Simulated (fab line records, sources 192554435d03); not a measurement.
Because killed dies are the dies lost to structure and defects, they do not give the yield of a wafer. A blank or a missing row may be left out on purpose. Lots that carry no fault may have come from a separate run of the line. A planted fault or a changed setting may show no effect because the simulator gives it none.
Matching of chambers	flow n5_finfet	pecvd-02 running N5_FIN_SAQP_HM_DEP_03: 3 sister chambers
The step deposits SiNx from SiH4/NH3/N2, target thk 38 nm, time 33.6 s. 6 wafers are shown with their chamber, then 11 later ones without.

== WAFERS, EACH WITH ITS CHAMBER ==
wafer	chamber	throttle_valve_pct (%)	showerhead_plenum_p_Torr (Torr)
L084.6	0	38.4	5.10
L085.4	2	34.7	5.13
L088.1	1	41.7	5.19
L088.3	2	35.0	5.13
L088.4	0	38.6	5.09
L089.4	1	41.6	5.21

== WAFERS WHOSE CHAMBER IS MISSING ==
wafer	throttle_valve_pct (%)	showerhead_plenum_p_Torr (Torr)
L089.5	38.7	5.10
L089.6	34.9	5.11
L091.1	41.8	5.20
L091.3	39.0	5.08
L091.6	34.7	5.13
L093.1	41.6	5.21
L093.4	34.8	5.14
L093.6	41.8	5.20
L097.2	34.7	5.13
L097.3	38.9	5.09
L097.5	38.6	5.09

== THE CHAMBER EACH PASSED THROUGH ==
wafer	from the rows above	in truth
L089.5	0	0
L089.6	2	2
L091.1	1	1
L091.3	0	0
L091.6	2	2
L093.1	1	1
L093.4	2	2
L093.6	1	1
L097.2	2	2
L097.3	0	0
L097.5	0	0
Correctly placed: 11 of 11. Not placeable from these rows: 0. Number placed wrongly: 0.
How it was worked out, from the rows above alone: a wafer's distance from a chamber is the root of the sum, over the readings, of the square of ((its reading less the chamber's mean) divided by the reading's scatter). If the next closest chamber is less than 2 further off than the closest, the wafer can't be placed; otherwise it belongs to the closest. Each chamber's mean is taken over the wafers shown for it. How the scatter is found: for the shown wafers, subtract from each reading the mean of its chamber, square and add these, divide the total by (wafers less chambers), then take the root.
